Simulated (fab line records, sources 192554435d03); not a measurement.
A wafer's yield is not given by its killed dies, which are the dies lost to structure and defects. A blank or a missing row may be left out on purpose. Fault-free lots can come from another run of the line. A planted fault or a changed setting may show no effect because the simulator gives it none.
What tool caused it? | flow n5Finfet | Sampling: 15 lots, 41 wafers, 2 of 1938 route steps

== WHAT THE GAUGES READ, wafer by wafer ==
N5_BEOL_M3_OVL_MEAS_12. Usual: M3_OVL gives 0.2 nm (standard deviation 0.72).
lot  | measured     | on         | M3_OVL (nm)    | flag
L561 | day 7 00:55  | overlay-02 | 0.4 -0.9 0.0   | 
L563 | day 7 07:43  | overlay-01 | 0.3 -0.2 0.1   | 
L566 | day 8 00:47  | overlay-01 | 1.0 0.1 0.5    | 
L565 | day 8 00:51  | overlay-01 | 0.6 0.1 0.7    | 
L567 | day 8 17:41  | overlay-02 | 1.4 1.6 1.2    | 
L573 | day 10 06:51 | overlay-02 | -0.1 -0.1      | 
L574 | day 10 10:23 | overlay-01 | -0.5 0.1 0.1   | 
L575 | day 10 21:51 | overlay-02 | -0.1 -0.4 -0.6 | 
L577 | day 11 12:31 | overlay-02 | 0.3 0.7 0.3    | 
L576 | day 11 12:44 | overlay-01 | 0.2 2.4        | 
L581 | day 11 20:58 | overlay-01 | 0.6 1.8 0.4    | 
L580 | day 12 04:31 | overlay-02 | -0.4 -0.7 -0.1 | 
L582 | day 12 08:40 | overlay-01 | 0.5 0.0        | 
L583 | day 13 11:50 | overlay-01 | 0.8 0.1        | 
L584 | day 13 16:16 | overlay-01 | -0.4 0.3 -0.6  | 

== WHICH TOOL RAN EACH LOT (tool, then ch and the chambers of the sampled wafers, then the start) ==
lot  | N5_BEOL_M3_ILD_DEP_00
L561 | pecvd-01 ch 0,1,2, day 6 22:24
L563 | pecvd-02 ch 0,1,2, day 7 05:23
L566 | pecvd-02 ch 0,1,2, day 7 20:42
L565 | pecvd-02 ch 0,1,2, day 7 20:50
L567 | pecvd-01 ch 0,2, day 8 15:52
L573 | pecvd-04 ch 0,1, day 10 05:43
L574 | pecvd-02 ch 0,2, day 10 06:17
L575 | pecvd-04 ch 1,2, day 10 20:31
L577 | pecvd-01 ch 0,1,2, day 11 11:10
L576 | pecvd-02 ch 1,2, day 11 11:11
L581 | pecvd-01 ch 0,1, day 11 19:46
L580 | pecvd-01 ch 0,1,2, day 12 00:52
L582 | pecvd-04 ch 0,1, day 12 07:54
L583 | pecvd-02 ch 0,2, day 13 08:33
L584 | pecvd-02 ch 1,2, day 13 15:29
- N5_BEOL_M3_ILD_DEP_00: deposits SiOC from DEMS/O2, target thk 79 nm, time 15.3 s.

== AS READ BY THE TOOLS THEMSELVES (means over the sampled wafers that have a number; for cases with no such wafer, the mark the record gives instead) ==
N5_BEOL_M3_ILD_DEP_00. Usual: heaterPowerW 474 W, standard deviation 49; showerheadPlenumPTorr 5.691 Torr, standard deviation 0.013; throttleValvePct 11.7 %, standard deviation 0.54.
lot  | tool     | heaterPowerW (W) | showerheadPlenumPTorr (Torr) | throttleValvePct (%) | flag
L561 | pecvd-01 | 444              | 5.701                        | 11.6                 | 
L563 | pecvd-02 | 479              | 5.690                        | 12.1                 | 
L566 | pecvd-02 | 468              | 5.688                        | 12.2                 | 
L565 | pecvd-02 | 511              | 5.690                        | 12.2                 | 
L567 | pecvd-01 | 452              | 5.701                        | 11.7                 | 
L573 | pecvd-04 | 462              | 5.681                        | 11.2                 | 
L574 | pecvd-02 | 420              | 5.678                        | 12.0                 | 
L575 | pecvd-04 | 522              | 5.693                        | 11.0                 | 
L577 | pecvd-01 | 426              | 5.693                        | 11.7                 | 
L576 | pecvd-02 | 512              | 5.701                        | 12.4                 | 
L581 | pecvd-01 | 454              | 5.699                        | 11.6                 | 
L580 | pecvd-01 | 456              | 5.705                        | 11.6                 | 
L582 | pecvd-04 | 462              | 5.682                        | 11.4                 | 
L583 | pecvd-02 | 471              | 5.694                        | 11.9                 | 
L584 | pecvd-02 | 460              | 5.686                        | 12.1                 | 

== THE ANSWER, worked out from the rows above alone ==
Rule: a lot is off if the mean of its wafers that have a number lies more than 3 standard deviations from the usual mean. Also off: a lot with no number at a reading for which 4 or more lots have one. The other lots that the step has rows for count as sound. First the gauges in route order, then the tools' own readings, where a lot's mean is used as printed above. The first step at which some lot is off is used, and at that step the reading that is off furthest; a lot without a number counts as furthest.
Across all readings shown, no lot is off: no conclusion can be drawn from this.

== WHAT THE SIMULATOR HAD PUT IN ==
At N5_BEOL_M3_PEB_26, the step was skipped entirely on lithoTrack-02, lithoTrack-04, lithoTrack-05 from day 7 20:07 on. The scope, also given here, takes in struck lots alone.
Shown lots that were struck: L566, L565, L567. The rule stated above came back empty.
